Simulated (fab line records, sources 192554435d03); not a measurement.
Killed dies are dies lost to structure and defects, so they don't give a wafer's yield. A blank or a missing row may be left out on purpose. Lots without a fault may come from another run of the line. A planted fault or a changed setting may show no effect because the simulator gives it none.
fab line records | flow n5_finfet
record lots=5 wafers=15 last_day=16
route steps=1938 shown BEOL_M10@1522 BEOL_M11@1536
lots that met no fault: from a run of the same line without faults
start_h: hours from the record's first day to the start of the lot's first wafer shown | wait_h: hours since the lot's step before | " the same as in the row above | L1.1+2: a row that stands for several wafers | - no value, or no start given | * or withheld: withheld | < > ~ a bound
route shown NAME@n: a module of which the file shows steps, and the number in the route of the first | usual: mean/standard deviation of fault-free wafers | same: alike in all rows | chamber/n: place in a boat | sites: the reading at each site | _std_site: their standard deviation | _edge_site: outer sites' mean less inner sites' | radius_mm: how far each site lies from the wafer's centre | mask NAME#n: copy n | behind: the tool/chamber that last shaped the wafer | hold: why the lot was held/for how many hours/how that ended | device: the transistor (n, p or np) that didn't switch | end of line: the same wafers' tests at the end of the route | a step without rows: its recipe alone | killed: dies lost to structure and defects at the first sort, not the wafer's yield | map: a wafer's dies, x killed, . not, _ none there
set.NAME: the setting as run; set.NAME@STEP: as run at that earlier step | model.NAME: the simulator's own value behind a step, which no gauge read
lots at some steps of the route; a table a step, a row a wafer
services: from which hour (start_h, from the record's first day; less than 0 if before it) a tool's chamber was out of use, for how many hours, and why
## steps
# step N5_BEOL_M10_DEGAS_44
# recipe ambient=vacuum temp_c=250 time_s=60
# usual heater_power_w=331/34
# columns lot.wafer tool chamber start_h wait_h heater_power_w
L074.1 pvd_sputter-03 - 222.41 2.7 298
L074.4 " - " " 300
L074.5 " - " " 318
L076.1 pvd_sputter-02 - 227.94 0.5 393
L076.3 " - " " 321
L076.4 " - " " 325
L079.3 pvd_sputter-01 - 250.02 0.5 341
L079.4 " - " " 272
L079.6 " - " " 344
L080.2 pvd_sputter-02 - 260.14 0.3 324
L080.3 " - " " 320
L080.6 " - " " 319
L090.2 pvd_sputter-02 - 336.19 0.7 324
L090.4 " - " " 327
L090.6 " - " " 324
# step N5_BEOL_M10_PRE_CLEAN_45
# recipe gas=H2/He time_s=30 temp_c=250
# usual heater_power_w=332/34
# columns lot.wafer tool chamber start_h wait_h heater_power_w
L074.1 pvd_sputter-03 - 222.45 0.0 299
L074.4 " - " " 314
L074.5 " - " " 310
L076.1 pvd_sputter-02 - 227.98 0.0 392
L076.3 " - " " 324
L076.4 " - " " 319
L079.3 pvd_sputter-01 - 250.07 0.0 348
L079.4 " - " " 274
L079.6 " - " " 345
L080.2 pvd_sputter-02 - 260.18 0.0 317
L080.3 " - " " 319
L080.6 " - " " 332
L090.2 pvd_sputter-02 - 336.23 0.0 326
L090.4 " - " " 326
L090.6 " - " " 332
# step N5_BEOL_M10_ALD_74
# recipe material=TaN target_thk_a=20 temp_c=275 ald_precursor_family=PDMAT ald_co_reactant=NH3 pressure_torr=3 carrier_flow_sccm=1500 pulse_time_s=2 purge_time_s=3 co_reactant_purge_time_s=2 co_reactant_pulse_time_s=3 ald_cycles=40 precursor_vessel_temp_c=75 precursor_vessel_pressure_torr=26.25 precursor_vessel_carrier_sccm=1000
# usual chamber_pressure_Torr=3.000/0.0065 heater_power_w=415/30
# same pulse_time_s=2 purge_time_s=3
# columns lot.wafer tool chamber start_h wait_h chamber_pressure_Torr heater_power_w
L074.1 ald_metal-04 1 222.51 0.0 3.007 461
L074.4 " 0 " " 3.007 412
L074.5 " 0 " " 3.005 400
L076.1 ald_metal-02 2 228.04 0.0 3.001 415
L076.3 " 1 " " 2.992 451
L076.4 " 0 " " 3.004 421
L079.3 ald_metal-02 3 250.13 0.0 2.990 408
L079.4 " 2 " " 3.004 425
L079.6 " 1 " " 3.003 448
L080.2 ald_metal-01 3 260.24 0.0 2.992 389
L080.3 " 2 " " 3.002 448
L080.6 " 0 " " 3.000 403
L090.2 ald_metal-01 3 336.29 0.0 2.995 393
L090.4 " 0 " " 2.991 404
L090.6 " 0 " " 2.996 407
# step N5_BEOL_M10_SURFACE_TREAT_76
# recipe gas=Ar time_s=* ion_energy_ev=* ion_current_ma_cm2=0.5 pressure_mtorr=* ar_flow_sccm=30
# usual throttle_valve_pct=*
# columns lot.wafer tool chamber start_h wait_h throttle_valve_pct
L074.1 pvd_sputter-01 - 222.88 0.2 *
L074.4 " - " " *
L074.5 " - " " *
L076.1 pvd_sputter-02 - 228.36 0.2 *
L076.3 " - " " *
L076.4 " - " " *
L079.3 pvd_sputter-03 - 250.42 0.2 *
L079.4 " - " " *
L079.6 " - " " *
L080.2 pvd_sputter-02 - 260.58 0.2 *
L080.3 " - " " *
L080.6 " - " " *
L090.2 pvd_sputter-02 - 336.63 0.2 *
L090.4 " - " " *
L090.6 " - " " *
# step N5_BEOL_M10_CVD_75
# recipe material=Co target_thk_a=20 temp_c=withheld precursor=CCTBA/H2 pressure_torr=30 time_s=138.9
# usual chamber_pressure_Torr=29.99/0.069
# columns lot.wafer tool chamber start_h wait_h chamber_pressure_Torr
L074.1 cvd_co-01 2 223.10 0.2 29.92
L074.4 " 2 " " 29.99
L074.5 " 0 " " 29.95
L076.1 cvd_co-02 2 228.42 0.0 29.93
L076.3 " 1 " " 29.93
L076.4 " 0 " " 29.96
L079.3 cvd_co-02 0 250.48 0.0 30.10
L079.4 " 2 " " 29.99
L079.6 " 0 " " 30.11
L080.2 cvd_co-01 1 260.88 0.3 29.94
L080.3 " 2 " " 29.97
L080.6 " 1 " " 29.94
L090.2 cvd_co-02 0 336.71 0.1 30.01
L090.4 " 2 " " 29.87
L090.6 " 2 " " 30.01
# step N5_BEOL_M10_SPUTTER_48
# recipe material=Cu target_thk_a=120 temp_c=-20 bias_v=60 power_w=26000 chamber_pressure_pa=0.13 time_s=2
# usual throttle_valve_pct=30.1/0.73
# columns lot.wafer tool chamber start_h wait_h throttle_valve_pct
L074.1 pvd_sputter-02 - 223.26 0.1 30.7
L074.4 " - " " 29.9
L074.5 " - " " 29.7
L076.1 pvd_sputter-02 - 228.53 0.1 30.1
L076.3 " - " " 29.4
L076.4 " - " " 30.7
L079.3 pvd_sputter-03 - 250.66 0.1 30.6
L079.4 " - " " 29.3
L079.6 " - " " 30.9
L080.2 pvd_sputter-02 - 261.14 0.2 30.5
L080.3 " - " " 30.5
L080.6 " - " " 30.6
L090.2 pvd_sputter-02 - 336.91 0.2 29.8
L090.4 " - " " 30.7
L090.6 " - " " 30.7
# step N5_BEOL_M10_ECD_50
# recipe material=Cu target_thk_a=3180
# columns lot.wafer tool chamber start_h wait_h
L074.1+4+5 ecd_cu-02 1 223.38 0.1
L076.1+3+4 ecd_cu-02 1,1,0 228.65 0.1
L079.3+4+6 ecd_cu-01 0,1,1 250.81 0.1
L080.2+3+6 ecd_cu-02 0 261.26 0.1
L090.2+4+6 ecd_cu-01 0,1,1 337.03 0.1
# step N5_BEOL_M10_ANNEAL_51
# recipe temp_c=225 time_s=90 ambient=N2
# usual wafer_temp_C_max=226.0/0.6
# columns lot.wafer tool chamber start_h wait_h wafer_temp_C_max
L074.1 rtp_anneal-01 0 223.49 0.1 225.8
L074.4 " 0 " " 225.8
L074.5 " 0 " " 225.8
L076.1 rtp_anneal-02 0 228.76 0.1 226.6
L076.3 " 0 " " 226.4
L076.4 " 0 " " 226.5
L079.3 rtp_anneal-01 0 251.15 0.3 225.9
L079.4 " 0 " " 225.7
L079.6 " 0 " " 225.8
L080.2 rtp_anneal-01 0 262.95 1.7 225.8
L080.3 " 0 " " 225.6
L080.6 " 0 " " 225.5
L090.2 rtp_anneal-02 0 337.18 0.1 227.6
L090.4 " 0 " " 226.8
L090.6 " 0 " " 227.3
# step N5_BEOL_M10_CMP_52
# recipe stop_on=SiCOH_lowk t_overpolish_s=7 down_force_psi=1 platen_rpm=50 clearing_platen_down_force_psi=1.5 clearing_platen_rpm=50 post_cmp_clean=cu_alkaline target_thk_nm=140 clearing_platen_pad_velocity_m_s=0.99484 pad_velocity_m_s=0.99484
# usual barrier_field_endpoint_s=28.9/0.79 motor_current_A=6.0/0.5 overpolish_run_s=6.999/0.0097 platen_rpm=50.00/0.034 time_to_endpoint_s=66/3.2
# columns lot.wafer tool chamber start_h wait_h barrier_field_endpoint_s motor_current_A overpolish_run_s platen_rpm time_to_endpoint_s
L074.4 cmp-04 3 223.86 0.2 30.1 6.6 7.002 49.98 66
L074.1 " 0 " " 30.0 5.6 7.002 49.98 69
L074.5 " 2 " " 29.6 6.1 6.995 50.01 66
L076.3 cmp-02 0 229.05 0.2 29.3 6.0 7.008 50.00 68
L076.1 " 1 " " 29.3 4.9 7.022 50.04 69
L076.4 " 3 " " 30.8 6.2 7.006 49.94 71
L079.4 cmp-02 2 251.36 0.1 28.4 5.5 7.002 50.01 61
L079.3 " 1 " " 29.2 5.3 7.025 49.98 65
L079.6 " 2 " " 28.0 5.6 6.999 50.02 61
L080.2 cmp-03 1 263.28 0.3 28.6 5.1 7.002 50.01 62
L080.3 " 2 " " 29.2 7.1 6.980 49.99 64
L080.6 " 3 " " 28.8 6.6 6.993 49.98 61
L090.4 cmp-04 2 337.51 0.2 28.9 6.8 6.992 50.00 63
L090.2 " 3 " " 28.7 6.2 6.987 50.00 63
L090.6 " 0 " " 29.0 5.6 6.984 49.98 67
# step N5_BEOL_M10_THK_MEAS_53
# recipe thk_meas_gauge=xrf reads=Cu_of_BEOL_M10_ECD_50
# usual M10_THK=142.0/2.9
# columns lot.wafer tool chamber start_h wait_h M10_THK[nm]
L074.1 film_metro-01 - 224.08 - 145.3
L074.4 " - " " 139.5
L074.5 " - " " 144.9
L076.1 film_metro-02 - 229.35 - 143.3
L076.3 " - " " 141.8
L076.4 " - " " 142.7
L079.3 film_metro-02 - 251.66 - 142.7
L079.4 " - " " 139.1
L079.6 " - " " 143.6
L080.2 film_metro-02 - 263.50 - 141.0
L080.3 " - " " 136.7
L080.6 " - " " 141.9
L090.2 film_metro-02 - 337.73 - 140.2
L090.4 " - " " 139.5
L090.6 " - " " 139.5
# step N5_BEOL_M10_PRE_CLEAN_55
# recipe gas=NH3 time_s=15 temp_c=withheld rf_power_w=300
# usual rf_fwd_power_W=295.4/1.5
# columns lot.wafer tool chamber start_h wait_h rf_fwd_power_W
L074.1 pecvd-01 1 224.12 0.0 296.6
L074.4 " 2 " " 298.2
L074.5 " 0 " " 294.6
L076.1 pecvd-04 1 229.39 0.0 296.2
L076.3 " 1 " " 295.4
L076.4 " 0 " " 292.4
L079.3 pecvd-01 0 251.70 0.0 295.3
L079.4 " 2 " " 296.8
L079.6 " 2 " " 295.6
L080.2 pecvd-01 2 263.54 0.0 297.0
L080.3 " 1 " " 296.2
L080.6 " 2 " " 296.9
L090.2 pecvd-01 1 337.76 0.0 296.8
L090.4 " 1 " " 296.0
L090.6 " 2 " " 297.1
# step N5_BEOL_M10_DEP_56
# recipe material=SiCN target_thk_a=150 temp_c=withheld precursor=3MS/NH3 pressure_torr=3 rf_w=202 time_s=26.5
# usual chamber_pressure_Torr=3.000/0.006 rf_fwd_power_W=200.1/0.7 showerhead_plenum_p_Torr=3.660/0.01 throttle_valve_pct=9.0/0.35
# columns lot.wafer tool chamber start_h wait_h chamber_pressure_Torr rf_fwd_power_W showerhead_plenum_p_Torr throttle_valve_pct
L074.1 pecvd-01 1 224.14 0.0 3.006 200.5 3.681 8.7
L074.4 " 2 " " 2.999 201.4 3.649 9.1
L074.5 " 0 " " 3.014 199.9 3.660 8.9
L076.1 pecvd-04 1 229.42 0.0 3.002 201.3 3.651 9.1
L076.3 " 1 " " 3.008 200.4 3.655 8.9
L076.4 " 0 " " 3.008 199.3 3.679 9.5
L079.3 pecvd-01 0 251.75 0.0 3.003 199.9 3.664 9.1
L079.4 " 2 " " 3.004 201.3 3.651 9.1
L079.6 " 2 " " 3.005 201.7 3.655 9.1
L080.2 pecvd-01 2 263.56 0.0 3.002 201.2 3.652 9.0
L080.3 " 1 " " 3.006 200.5 3.665 8.5
L080.6 " 2 " " 3.003 201.0 3.646 9.2
L090.2 pecvd-01 1 337.79 0.0 2.988 200.3 3.677 8.9
L090.4 " 1 " " 2.995 200.4 3.681 8.6
L090.6 " 2 " " 2.997 201.5 3.657 9.4
# step N5_BEOL_M10_RS_MEAS_57
# recipe thk_meas_gauge=four-point-probe reads=Cu_of_BEOL_M10_ECD_50+Co_of_BEOL_M10_CVD_75+TaN_of_BEOL_M10_ALD_74
# usual M10_RS=0.151/0.0032
# columns lot.wafer tool chamber start_h wait_h M10_RS[ohm/sq]
L074.1 film_metro-01 - 224.22 0.1 0.147
L074.4 " - " " 0.154
L074.5 " - " " 0.148
L076.1 film_metro-01 - 229.52 0.1 0.149
L076.3 " - " " 0.150
L076.4 " - " " 0.150
L079.3 film_metro-01 - 251.82 0.1 0.150
L079.4 " - " " 0.153
L079.6 " - " " 0.148
L080.2 film_metro-01 - 263.63 0.1 0.150
L080.3 " - " " 0.155
L080.6 " - " " 0.149
L090.2 film_metro-01 - 337.86 0.1 0.153
L090.4 " - " " 0.153
L090.6 " - " " 0.154
# step N5_BEOL_M10_INSPECT_58
# recipe inspect_instrument=darkfield mode=post_dep
# usual raw_defect_count=72/25
# columns lot.wafer tool chamber start_h wait_h raw_defect_count
L074.1 defect_inspect-01 - 224.24 0.0 84
L074.4 " - " " 86
L074.5 " - " " 69
L076.1 defect_inspect-02 - 229.54 0.0 68
L076.3 " - " " 68
L076.4 " - " " 105
L079.3 defect_inspect-02 - 251.85 0.0 82
L079.4 " - " " 62
L079.6 " - " " 59
L080.2 defect_inspect-01 - 263.66 0.0 59
L080.3 " - " " 54
L080.6 " - " " 62
L090.2 defect_inspect-01 - 337.89 0.0 39
L090.4 " - " " 54
L090.6 " - " " 52
# step N5_BEOL_M11_ILD_DEP_00
# recipe material=SiCOH_lowk target_thk_a=3085.1 temp_c=300 precursor=DEMS/porogen pressure_torr=5 rf_w=500 time_s=58
# usual chamber_pressure_Torr=5.001/0.011 heater_power_w=302/57 rf_fwd_power_W=496.3/1.7 showerhead_plenum_p_Torr=5.736/0.015 throttle_valve_pct=13.8/0.77
# columns lot.wafer tool chamber start_h wait_h chamber_pressure_Torr heater_power_w rf_fwd_power_W showerhead_plenum_p_Torr throttle_valve_pct
L074.1 pecvd-04 0 224.28 0.0 4.992 361 496.4 5.739 14.5
L074.4 " 1 " " 4.992 281 499.5 5.709 14.1
L074.5 " 0 " " 4.986 303 495.7 5.735 14.7
L076.1 pecvd-04 0 229.58 0.0 4.997 344 493.2 5.739 14.7
L076.3 " 1 " " 5.009 274 496.9 5.728 14.1
L076.4 " 0 " " 4.997 346 493.1 5.730 14.6
L079.3 pecvd-02 0 251.89 0.0 4.988 231 498.0 5.732 14.6
L079.4 " 1 " " 4.996 447 497.9 5.745 14.7
L079.6 " 2 " " 5.000 432 496.7 5.753 13.2
L080.2 pecvd-03 1 263.70 0.0 5.008 315 495.2 5.735 14.1
L080.3 " 2 " " 4.995 259 494.6 5.748 12.9
L080.6 " 2 " " 4.991 272 499.4 5.728 12.8
L090.2 pecvd-04 1 337.93 0.0 4.997 249 496.0 5.708 13.9
L090.4 " 0 " " 5.000 332 494.1 5.741 14.7
L090.6 " 2 " " 5.004 252 498.9 5.751 12.6
# step N5_BEOL_M11_CURE_71
# recipe temp_c=385 time_s=240 ambient=He/Ar material=SiCOH_lowk
# usual lamp_power_pct=52.31/0.05 wafer_temp_C_max=386.9/0.7
# columns lot.wafer tool chamber start_h wait_h lamp_power_pct wafer_temp_C_max
L074.1 uv_cure-03 0 224.39 0.1 52.26 386.2
L074.4 " 0 " " 52.34 386.6
L074.5 " 0 " " 52.33 386.8
L076.1 uv_cure-03 0 229.69 0.1 52.29 385.9
L076.3 " 0 " " 52.32 386.1
L076.4 " 0 " " 52.39 386.2
L079.3 uv_cure-01 2 252.12 0.2 52.31 386.5
L079.4 " 2 " " 52.32 386.1
L079.6 " 2 " " 52.28 386.7
L080.2 uv_cure-03 2 264.07 0.3 52.38 387.9
L080.3 " 2 " " 52.42 386.9
L080.6 " 2 " " 52.38 389.2
L090.2 uv_cure-03 1 338.08 0.1 52.36 385.8
L090.4 " 1 " " 52.38 385.8
L090.6 " 1 " " 52.32 385.8
# step N5_BEOL_M11_THK_MEAS_01
# recipe reads=SiCOH_lowk_of_BEOL_M11_ILD_DEP_00
# usual M11_ILD_THK=269/3.6
# columns lot.wafer tool chamber start_h wait_h M11_ILD_THK[nm]
L074.1 film_metro-01 - 224.90 0.4 268
L074.4 " - " " 268
L074.5 " - " " 272
L076.1 film_metro-01 - 230.20 0.4 263
L076.3 " - " " 263
L076.4 " - " " 269
L079.3 film_metro-02 - 252.48 0.3 265
L079.4 " - " " 276
L079.6 " - " " 273
L080.2 film_metro-01 - 264.50 0.4 271
L080.3 " - " " 268
L080.6 " - " " 272
L090.2 film_metro-01 - 338.52 0.4 265
L090.4 " - " " 273
L090.6 " - " " 269
# step N5_BEOL_M11_PECVD_70
# recipe material=SiO2 target_thk_a=200 temp_c=400 precursor=TEOS/O2 pressure_torr=5.5 rf_w=450 teos_flow_sccm=53.8 gas=O2 flow_sccm=3000 time_s=22.7
# usual chamber_pressure_Torr=5.499/0.011 heater_power_w=748/110 rf_fwd_power_W=445.4/1.9 showerhead_plenum_p_Torr=8.76/0.05 throttle_valve_pct=22.3/1.1
# columns lot.wafer tool chamber start_h wait_h chamber_pressure_Torr heater_power_w rf_fwd_power_W showerhead_plenum_p_Torr throttle_valve_pct
L074.1 pecvd-03 0 224.93 0.0 5.515 839 447.0 8.72 22.0
L074.4 " 1 " " 5.488 653 444.9 8.71 22.6
L074.5 " 0 " " 5.498 833 445.7 8.75 22.0
L076.1 pecvd-03 2 230.24 0.0 5.519 707 446.1 8.81 20.7
L076.3 " 0 " " 5.488 720 444.3 8.74 22.0
L076.4 " 2 " " 5.505 726 448.5 8.79 20.9
L079.3 pecvd-04 2 252.51 0.0 5.473 601 445.8 8.83 20.2
L079.4 " 0 " " 5.490 715 444.6 8.80 23.8
L079.6 " 2 " " 5.478 594 446.2 8.83 20.5
L080.2 pecvd-04 0 264.53 0.0 5.494 752 442.3 8.78 23.9
L080.3 " 1 " " 5.481 627 444.8 8.69 22.5
L080.6 " 0 " " 5.494 772 440.3 8.79 23.5
L090.2 pecvd-02 2 338.55 0.0 5.512 917 447.1 8.78 21.5
L090.4 " 1 " " 5.502 967 446.0 8.84 22.9
L090.6 " 2 " " 5.492 917 446.1 8.78 21.4
# step N5_BEOL_M11_HM_DEP_02
# recipe material=TiN target_thk_a=200 temp_c=25 chamber_pressure_pa=0.49996
# usual throttle_valve_pct=30.2/0.67
# columns lot.wafer tool chamber start_h wait_h throttle_valve_pct
L074.1 pvd_sputter-01 - 226.53 1.6 29.2
L074.4 " - " " 30.9
L074.5 " - " " 30.6
L076.1 pvd_sputter-02 - 230.29 0.0 31.0
L076.3 " - " " 29.4
L076.4 " - " " 29.9
L079.3 pvd_sputter-01 - 254.01 1.5 29.1
L079.4 " - " " 30.9
L079.6 " - " " 30.6
L080.2 pvd_sputter-02 - 267.23 2.7 30.5
L080.3 " - " " 29.6
L080.6 " - " " 31.0
L090.2 pvd_sputter-02 - 339.45 0.9 30.6
L090.4 " - " " 29.9
L090.6 " - " " 29.9
# step N5_BEOL_M11_COAT_59
# recipe resist=SOC temp_c=250 time_s=60 spin_rpm=1500 resist_thk_nm=100
# columns lot.wafer tool chamber start_h wait_h
L074.1+4+5 litho_track-01 0 226.65 0.1
L076.1+3+4 litho_track-01 0 230.42 0.1
L079.3+4+6 litho_track-04 0 254.15 0.1
L080.2+3+6 litho_track-04 0 267.35 0.1
L090.2+4+6 litho_track-04 0 339.58 0.1
# step N5_BEOL_M11_COAT_60
# recipe resist=SiARC temp_c=220 time_s=60 spin_rpm=1500 resist_thk_nm=30
# columns lot.wafer tool chamber start_h wait_h
L074.1+4+5 litho_track-01 0 - -
L076.1+3+4 litho_track-01 0 - -
L079.3+4+6 litho_track-04 0 - -
L080.2+3+6 litho_track-04 0 - -
L090.2+4+6 litho_track-04 0 - -
# step N5_BEOL_M11_COAT_05
# recipe resist=CAR-ArF spin_rpm=1500 resist_thk_nm=90
# columns lot.wafer tool chamber start_h wait_h
L074.1+4+5 litho_track-01 0 - -
L076.1+3+4 litho_track-01 0 - -
L079.3+4+6 litho_track-04 0 - -
L080.2+3+6 litho_track-04 0 - -
L090.2+4+6 litho_track-04 0 - -
# step N5_BEOL_M11_EBR_07
# recipe solvent=PGMEA ebr_width_mm=1.5
# columns lot.wafer tool chamber start_h wait_h
L074.1+4+5 litho_track-01 0 - -
L076.1+3+4 litho_track-01 0 - -
L079.3+4+6 litho_track-04 0 - -
L080.2+3+6 litho_track-04 0 - -
L090.2+4+6 litho_track-04 0 - -
# step N5_BEOL_M11_SOFTBAKE_06
# recipe temp_c=110 time_s=60 resist=CAR-ArF
# columns lot.wafer tool chamber start_h wait_h
L074.1+4+5 litho_track-01 0 - -
L076.1+3+4 litho_track-01 0 - -
L079.3+4+6 litho_track-04 0 - -
L080.2+3+6 litho_track-04 0 - -
L090.2+4+6 litho_track-04 0 - -
# step N5_BEOL_M11_EXPOSE_08
# recipe mask_id=M11 na=1.35 source_shape=dipole sigma_inner=0.411 sigma_outer=0.611 polarization=te dose_mj=53.75
# same sigma_outer=0.611
# columns lot.wafer tool chamber start_h wait_h mask
L074.1+4+5 arfi_scanner-01 0 226.90 - M11#0
L076.1+3+4 arfi_scanner-02 0 230.66 - M11#0
L079.3+4+6 arfi_scanner-02 0 254.40 - M11#0
L080.2+3+6 arfi_scanner-03 0 267.60 - M11#0
L090.2+4+6 arfi_scanner-01 0 339.82 - M11#0
# step N5_BEOL_M11_PEB_09
# recipe peb_temp_c=withheld peb_time_s=60 resist=CAR-ArF
# columns lot.wafer tool chamber start_h wait_h
L074.1+4+5 litho_track-03 0 226.96 0.1
L076.1+3+4 litho_track-01 0 230.72 0.1
L079.3+4+6 litho_track-01 0 254.45 0.0
L080.2+3+6 litho_track-04 0 267.66 0.0
L090.2+4+6 litho_track-01 0 339.88 0.0
# step N5_BEOL_M11_DEVELOP_10
# recipe develop_time_s=30 developer=TMAH resist=CAR-ArF rinse_liquid=diw dry=air_spin dev_temp_c=23
# columns lot.wafer tool chamber start_h wait_h
L074.1+4+5 litho_track-03 0 - -
L076.1+3+4 litho_track-01 0 - -
L079.3+4+6 litho_track-01 0 - -
L080.2+3+6 litho_track-04 0 - -
L090.2+4+6 litho_track-01 0 - -
# step N5_BEOL_M11_CD_MEAS_11
# recipe target_cd_nm=64.1 landing_energy_ev=500 detector=se_inlens polarity=opening
# usual cd_nm=64.3/0.71
# same landing_energy_ev=500
# columns lot.wafer tool chamber start_h wait_h cd_nm
L074.1 cd_sem-01 0 227.02 - 64.5
L074.4 " 0 " " 64.5
L074.5 " 0 " " 63.9
L076.1 cd_sem-02 0 230.79 - 65.3
L076.3 " 0 " " 64.2
L076.4 " 0 " " 64.7
L079.3 cd_sem-02 0 254.52 - 64.2
L079.4 " 0 " " 64.2
L079.6 " 0 " " 65.0
L080.2 cd_sem-01 0 267.72 - 63.5
L080.3 " 0 " " 63.9
L080.6 " 0 " " 63.8
L090.2 cd_sem-01 0 339.95 - 64.1
L090.4 " 0 " " 63.8
L090.6 " 0 " " 64.8
# step N5_BEOL_M11_OVL_MEAS_12
# recipe points_per_wafer=44
# usual M11_OVL=-0.3/0.92
# columns lot.wafer tool chamber start_h wait_h M11_OVL[nm]
L074.1 overlay-02 0 227.06 0.0 2.0
L074.4 " 0 " " 0.6
L074.5 " 0 " " 0.2
L076.1 overlay-01 0 230.82 0.0 0.2
L076.3 " 0 " " -0.8
L076.4 " 0 " " -0.3
L079.3 overlay-01 0 254.55 0.0 -1.4
L079.4 " 0 " " 0.0
L079.6 " 0 " " -0.3
L080.2 overlay-02 0 267.75 0.0 -0.5
L080.3 " 0 " " -1.6
L080.6 " 0 " " -1.0
L090.2 overlay-02 0 339.97 0.0 1.4
L090.4 " 0 " " 0.9
L090.6 " 0 " " -0.8
# step N5_BEOL_M11_INSPECT_13
# recipe mode=adi inspect_instrument=brightfield
# usual raw_defect_count=439/92
# columns lot.wafer tool chamber start_h wait_h raw_defect_count
L074.1 defect_inspect-02 - 227.09 0.0 473
L074.4 " - " " 352
L074.5 " - " " 362
L076.1 defect_inspect-02 - 230.84 0.0 447
L076.3 " - " " 367
L076.4 " - " " 477
L079.3 defect_inspect-01 - 254.57 0.0 344
L079.4 " - " " 377
L079.6 " - " " 510
L080.2 defect_inspect-01 - 267.78 0.0 453
L080.3 " - " " 475
L080.6 " - " " 569
L090.2 defect_inspect-01 - 340.00 0.0 296
L090.4 " - " " 362
L090.6 " - " " 400
# step N5_BEOL_M11_DESCUM_16
# recipe chemistry=O2 time_s=7.9 source_power_w=50 bias_power_w=20 pressure_mtorr=20 rf_frequency_hz=2.712e+07 temp_c=40 resist=CAR-ArF o2_flow_sccm=225
# usual bias_power_w=19.99/0.059 drypump_motor_current_A=5.6/0.57 oes_product_au=0.79/0.087 rf_fwd_power_W=49.38/0.22 rf_vpp_V=243.0/1.3 showerhead_plenum_p_Torr=2.08/0.062 throttle_valve_pct=20.41/0.25
# columns lot.wafer tool chamber start_h wait_h bias_power_w drypump_motor_current_A oes_product_au rf_fwd_power_W rf_hours_counter_h rf_vpp_V showerhead_plenum_p_Torr throttle_valve_pct
L074.1 rie_diel-06 2 227.38 0.3 19.97 4.9 0.89 49.29 45 242.8 2.04 19.98
L074.4 " 3 " " 19.92 5.8 0.79 49.76 117 244.5 2.19 20.33
L074.5 " 2 " " 19.92 4.9 0.89 49.23 - 243.0 2.05 19.97
L076.1 rie_diel-06 3 230.88 0.0 19.96 5.7 0.78 49.62 118 245.3 2.19 20.33
L076.3 " 2 " " 19.97 5.0 0.88 49.29 47 243.1 2.04 19.98
L076.4 " 0 " " 19.97 6.2 0.74 49.56 182 242.1 1.99 20.61
L079.3 rie_diel-03 0 254.60 0.0 20.02 6.5 0.94 49.43 18 243.0 2.15 20.09
L079.4 " 3 " " 20.00 5.4 0.69 49.48 235 244.6 2.17 20.80
L079.6 " 1 " " 19.99 5.7 0.87 48.95 - 243.0 2.13 20.24
L080.2 rie_diel-06 2 267.81 0.0 19.92 5.0 0.88 49.20 57 242.2 2.04 20.01
L080.3 " 3 " " 19.97 5.7 0.77 49.46 128 244.2 2.19 20.35
L080.6 " 1 " " 20.02 5.1 0.70 49.61 - 241.8 2.07 20.52
L090.2 rie_diel-03 1 340.03 0.0 20.06 5.6 0.84 49.23 71 243.5 2.12 20.27
L090.4 " 2 " " 19.95 6.6 0.89 49.44 30 242.4 2.06 20.41
L090.6 " 3 " " 19.94 5.4 0.94 49.30 - 246.1 2.17 20.48
# step N5_BEOL_M11_ETCH_61
# recipe chemistry=CF4 target=SiARC target_depth_a=390 mask_material=CAR-ArF time_s=65 ion_energy_ev=80 pressure_mtorr=40 source_w=545 bias_w=36 Ar_flow_sccm=100 cf4_flow_sccm=100 ends=cleared
# usual drypump_motor_current_A=5.6/0.57 etch_rf_on_time_s=65.1/1.6 mfc_ar_sccm=100.00/0.28 oes_product_au=0.67/0.071 rf_fwd_power_W=538.4/2.3 rf_vpp_V=183.9/1.1 showerhead_plenum_p_Torr=2.13/0.06 throttle_valve_pct=15.59/0.28
# columns lot.wafer tool chamber start_h wait_h drypump_motor_current_A etch_rf_on_time_s mfc_ar_sccm oes_product_au rf_fwd_power_W rf_hours_counter_h rf_vpp_V showerhead_plenum_p_Torr throttle_valve_pct
L074.1 rie_diel-06 2 227.42 0.0 5.0 65.0 99.54 0.75 537.8 45 182.5 2.09 15.10
L074.4 " 3 " " 5.7 65.8 99.84 0.66 542.6 117 185.4 2.23 15.58
L074.5 " 2 " " 5.0 65.4 99.46 0.74 538.8 - 183.8 2.09 15.10
L076.1 rie_diel-06 3 230.91 0.0 5.7 65.1 100.35 0.66 539.7 118 184.8 2.23 15.58
L076.3 " 2 " " 5.0 64.7 100.20 0.75 535.7 47 183.0 2.09 15.09
L076.4 " 0 " " 6.2 66.8 99.98 0.63 538.5 182 182.7 2.05 15.82
L079.3 rie_diel-03 0 254.64 0.0 6.5 63.9 99.64 0.80 539.6 18 185.3 2.18 15.13
L079.4 " 3 " " 5.4 63.2 99.55 0.59 538.0 235 184.7 2.19 15.88
L079.6 " 1 " " 5.7 65.6 100.39 0.74 539.0 - 183.5 2.17 15.35
L080.2 rie_diel-06 2 267.85 0.0 5.0 64.8 99.76 0.73 537.2 57 185.0 2.08 15.14
L080.3 " 3 " " 5.7 65.8 99.54 0.66 542.6 128 186.0 2.23 15.59
L080.6 " 1 " " 5.1 66.2 99.80 0.60 540.9 - 183.2 2.11 15.75
L090.2 rie_diel-03 1 340.07 0.0 5.7 66.7 100.19 0.71 536.5 71 183.5 2.16 15.40
L090.4 " 2 " " 6.6 62.7 100.00 0.76 539.1 30 182.5 2.10 15.51
L090.6 " 3 " " 5.4 64.1 100.04 0.82 540.0 - 183.3 2.19 15.45
## services
# columns tool chamber start_h hours kind
arfi_scanner-01 - 198.54 4.9 pm
arfi_scanner-02 - 204.05 1.3 pm
rie_diel-06 0 213.00 3.4 repair
arfi_scanner-02 - 214.08 1.0 pm
arfi_scanner-02 - 216.39 1.6 repair
pecvd-02 - 216.91 14.6 pm
arfi_scanner-02 - 228.36 0.8 pm
cmp-02 - 231.85 0.3 repair
pecvd-02 2 233.53 18.2 repair
pecvd-04 2 233.59 5.8 repair
cvd_co-02 - 238.92 2.8 pm
uv_cure-03 - 242.34 6.1 repair
pecvd-01 1 243.29 17.6 repair
ald_metal-01 3 245.06 3.5 repair
arfi_scanner-01 - 245.11 1.4 repair
pecvd-01 - 245.94 0.7 repair
pecvd-04 - 265.39 0.2 repair
rie_diel-03 2 266.47 4.2 repair
pecvd-01 - 268.67 0.6 repair
pecvd-04 - 284.97 2.8 pm
rie_diel-06 1 290.13 8.6 repair
cvd_co-02 0 321.62 1.6 repair
pvd_sputter-01 - 336.32 11.7 repair
pecvd-03 1 339.16 4.0 repair
## key
fault none
